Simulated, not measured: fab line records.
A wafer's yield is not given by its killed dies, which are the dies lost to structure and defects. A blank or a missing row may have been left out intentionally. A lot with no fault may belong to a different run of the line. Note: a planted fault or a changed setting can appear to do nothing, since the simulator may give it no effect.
The tool behind it: which one? ; flow nandHarc ; 72 wafers from 24 lots sampled at 4 of the route's 1302 steps

== WHAT EACH GAUGE READ, for each wafer ==
NHARC_P_M0_INSPECT_11. Usual: 4.2 for rawDefectCount, sd 2.7.
lot;measured;on;rawDefectCount;flag
L074;day 6 11:14;defectInspect-01;4 2 1;
L076;day 6 16:56;defectInspect-01;5 2 3;
L075;day 6 17:49;defectInspect-01;1 4 4;
L078;day 7 18:13;defectInspect-01;6 3 0;
L077;day 7 20:02;defectInspect-01;5 5 2;
L079;day 8 11:40;defectInspect-01;2 7 5;
L080;day 8 12:29;defectInspect-02;3 2 2;
L081;day 9 01:26;defectInspect-02;3 2 2;
L082;day 9 07:20;defectInspect-02;3 5 0;
L083;day 9 16:04;defectInspect-02;4 5 7;
L084;day 10 11:33;defectInspect-01;6 5 2;
L085;day 10 15:19;defectInspect-01;12 6 15;
L086;day 10 19:23;defectInspect-01;2 2 8;
L087;day 11 15:24;defectInspect-01;5 2 2;
L088;day 12 08:15;defectInspect-02;4 5 10;
L089;day 12 09:05;defectInspect-01;5 9 5;
L090;day 12 20:02;defectInspect-02;3 10 10;
L091;day 13 02:02;defectInspect-01;3 4 9;
L092;day 13 11:16;defectInspect-02;3 6 3;
L093;day 14 02:01;defectInspect-02;5 3 3;
L094;day 14 08:25;defectInspect-02;3 1 2;
L095;day 14 15:22;defectInspect-01;5 4 2;
L096;day 15 02:42;defectInspect-02;7 9 6;
L097;day 15 19:19;defectInspect-01;1 3 3;

== WHICH TOOL RAN EACH LOT (tool, then ch and the chambers of the sampled wafers, then the start) ==
lot;NHARC_P_GATE_RTA_64;NHARC_P_CONTACT_DEP_30;NHARC_P_CONTACT_DEGAS_38
L074;rtpAnneal-01 ch 0, day 6 04:02;pecvd-02 ch 0,1, day 6 05:19;pvdSputter-01, day 6 08:40
L076;rtpAnneal-01 ch 0, day 6 09:59;pecvd-02 ch 0,2, day 6 11:22;pvdSputter-03, day 6 14:32
L075;rtpAnneal-01 ch 0, day 6 10:47;pecvd-04 ch 0,1, day 6 12:07;pvdSputter-02, day 6 15:25
L078;rtpAnneal-02 ch 0, day 7 10:57;pecvd-03 ch 1,2, day 7 12:23;pvdSputter-02, day 7 15:49
L077;rtpAnneal-02 ch 0, day 7 12:53;pecvd-02 ch 1,2, day 7 14:11;pvdSputter-02, day 7 17:30
L079;rtpAnneal-01 ch 0, day 8 04:28;pecvd-02 ch 0,1, day 8 05:48;pvdSputter-01, day 8 09:07
L080;rtpAnneal-01 ch 0, day 8 05:18;pecvd-03 ch 0,1,2, day 8 06:37;pvdSputter-02, day 8 09:56
L081;rtpAnneal-02 ch 0, day 8 17:49;pecvd-04 ch 0,2, day 8 19:36;pvdSputter-03, day 8 22:53
L082;rtpAnneal-01 ch 0, day 9 00:15;pecvd-02 ch 0,1,2, day 9 01:35;pvdSputter-03, day 9 04:55
L083;rtpAnneal-02 ch 0, day 9 07:53;pecvd-03 ch 0,2, day 9 09:14;pvdSputter-01, day 9 12:30
L084;rtpAnneal-02 ch 0, day 10 04:13;pecvd-03 ch 0,1,2, day 10 05:32;pvdSputter-02, day 10 08:56
L085;rtpAnneal-02 ch 0, day 10 08:13;pecvd-04 ch 1,2, day 10 09:38;pvdSputter-02, day 10 12:55
L086;rtpAnneal-02 ch 0, day 10 12:17;pecvd-03 ch 0,1,2, day 10 13:37;pvdSputter-02, day 10 16:52
L087;rtpAnneal-02 ch 0, day 11 08:31;pecvd-03 ch 0,2, day 11 09:50;pvdSputter-03, day 11 13:01
L088;rtpAnneal-01 ch 0, day 12 00:58;pecvd-03 ch 1,2, day 12 02:19;pvdSputter-02, day 12 05:45
L089;rtpAnneal-02 ch 0, day 12 01:38;pecvd-04 ch 1,2, day 12 03:02;pvdSputter-03, day 12 06:11
L090;rtpAnneal-02 ch 0, day 12 13:00;pecvd-02 ch 0,1,2, day 12 14:23;pvdSputter-03, day 12 17:38
L091;rtpAnneal-01 ch 0, day 12 19:09;pecvd-03 ch 0,2, day 12 20:27;pvdSputter-01, day 12 23:40
L092;rtpAnneal-02 ch 0, day 13 03:46;pecvd-04 ch 0,1,2, day 13 05:37;pvdSputter-02, day 13 08:44
L093;rtpAnneal-01 ch 0, day 13 18:47;pecvd-03 ch 0,1,2, day 13 20:10;pvdSputter-03, day 13 23:28
L094;rtpAnneal-02 ch 0, day 14 01:22;pecvd-04 ch 0,1,2, day 14 02:41;pvdSputter-02, day 14 05:52
L095;rtpAnneal-02 ch 0, day 14 08:18;pecvd-03 ch 0,2, day 14 09:40;pvdSputter-01, day 14 12:50
L096;rtpAnneal-01 ch 0, day 14 19:47;pecvd-02 ch 0,1,2, day 14 21:07;pvdSputter-03, day 15 00:19
L097;rtpAnneal-01 ch 0, day 15 11:47;pecvd-03 ch 1,2, day 15 13:14;pvdSputter-01, day 15 16:37
- NHARC_P_GATE_RTA_64: time 1 s.
- NHARC_P_CONTACT_DEP_30: deposits SiNx, target thk 30 nm.
- NHARC_P_CONTACT_DEGAS_38: time 60 s.

== WHAT THE TOOLS THEMSELVES READ (means of the sampled wafers that have a number; where no wafer has one, the mark that the record gives instead) ==
NHARC_P_GATE_RTA_64. Usual: lampPowerPct 36.36 %, standard deviation 0.047; lamp_zone_5_pct 36.37 %, standard deviation 0.048; lamp_zone_6_pct 36.30 %, standard deviation 0.05; wafer_temp_C_max 1055.3, standard deviation 1.5.
lot;tool;lampPowerPct (%);lamp_zone_5_pct (%);lamp_zone_6_pct (%);wafer_temp_C_max;flag
L074;rtpAnneal-01;36.41;36.39;36.38;1057.0;
L076;rtpAnneal-01;36.36;36.39;36.34;1056.2;
L075;rtpAnneal-01;36.42;36.44;36.36;1056.8;
L078;rtpAnneal-02;36.37;36.34;36.23;1054.6;
L077;rtpAnneal-02;36.29;36.34;36.27;1053.9;
L079;rtpAnneal-01;36.42;36.42;36.35;1056.4;
L080;rtpAnneal-01;36.42;36.40;36.33;1057.3;
L081;rtpAnneal-02;36.33;36.35;36.30;1055.3;
L082;rtpAnneal-01;36.38;36.41;36.38;1055.4;
L083;rtpAnneal-02;36.33;36.35;36.23;1054.2;
L084;rtpAnneal-02;36.36;36.33;36.29;1054.1;
L085;rtpAnneal-02;36.36;36.34;36.29;1054.5;
L086;rtpAnneal-02;36.34;36.31;36.27;1053.8;
L087;rtpAnneal-02;36.32;36.36;36.27;1053.9;
L088;rtpAnneal-01;36.41;36.41;36.35;1056.3;
L089;rtpAnneal-02;36.33;36.37;36.26;1055.0;
L090;rtpAnneal-02;36.31;36.31;36.24;1053.6;
L091;rtpAnneal-01;36.40;36.44;36.34;1056.4;
L092;rtpAnneal-02;36.34;36.30;36.29;1053.8;
L093;rtpAnneal-01;36.39;36.38;36.34;1056.7;
L094;rtpAnneal-02;36.35;36.35;36.23;1054.5;
L095;rtpAnneal-02;36.35;36.36;36.29;1053.9;
L096;rtpAnneal-01;36.39;36.40;36.31;1055.4;
L097;rtpAnneal-01;36.29;36.37;36.25;1055.8;

NHARC_P_CONTACT_DEP_30. Usual: 741 W for heaterPowerW, sd 130.
lot;tool;heaterPowerW (W);flag
L074;pecvd-02;792;
L076;pecvd-02;838;
L075;pecvd-04;724;
L078;pecvd-03;760;
L077;pecvd-02;781;
L079;pecvd-02;752;
L080;pecvd-03;744;
L081;pecvd-04;742;
L082;pecvd-02;814;
L083;pecvd-03;701;
L084;pecvd-03;694;
L085;pecvd-04;617;
L086;pecvd-03;777;
L087;pecvd-03;731;
L088;pecvd-03;858;
L089;pecvd-04;660;
L090;pecvd-02;799;
L091;pecvd-03;812;
L092;pecvd-04;632;
L093;pecvd-03;701;
L094;pecvd-04;681;
L095;pecvd-03;769;
L096;pecvd-02;753;
L097;pecvd-03;737;

NHARC_P_CONTACT_DEGAS_38. Usual: 443 W for heaterPowerW, sd 52.
lot;tool;heaterPowerW (W);flag
L074;pvdSputter-01;472;
L076;pvdSputter-03;415;
L075;pvdSputter-02;434;
L078;pvdSputter-02;479;
L077;pvdSputter-02;433;
L079;pvdSputter-01;450;
L080;pvdSputter-02;425;
L081;pvdSputter-03;408;
L082;pvdSputter-03;399;
L083;pvdSputter-01;440;
L084;pvdSputter-02;441;
L085;pvdSputter-02;447;
L086;pvdSputter-02;449;
L087;pvdSputter-03;406;
L088;pvdSputter-02;476;
L089;pvdSputter-03;443;
L090;pvdSputter-03;445;
L091;pvdSputter-01;495;
L092;pvdSputter-02;446;
L093;pvdSputter-03;407;
L094;pvdSputter-02;440;
L095;pvdSputter-01;469;
L096;pvdSputter-03;413;
L097;pvdSputter-01;516;

== THE ANSWER, worked out from the rows above alone ==
Rule: a lot counts as off when the mean over its wafers that have a number is more than 3 standard deviations away from the usual mean. Also off: a lot with no number at a reading for which 4 or more lots have one. Any other lot the step has rows for is counted as sound. The gauges are gone through in route order, then the tools' own readings, and for those a lot's mean is taken as printed above. At the first step where some lot is off, the reading lying furthest off is the one used; lots without a number count as furthest.
No lot is off at any reading shown: from this, nothing can be told.

== WHAT THE SIMULATOR HAD PUT IN ==
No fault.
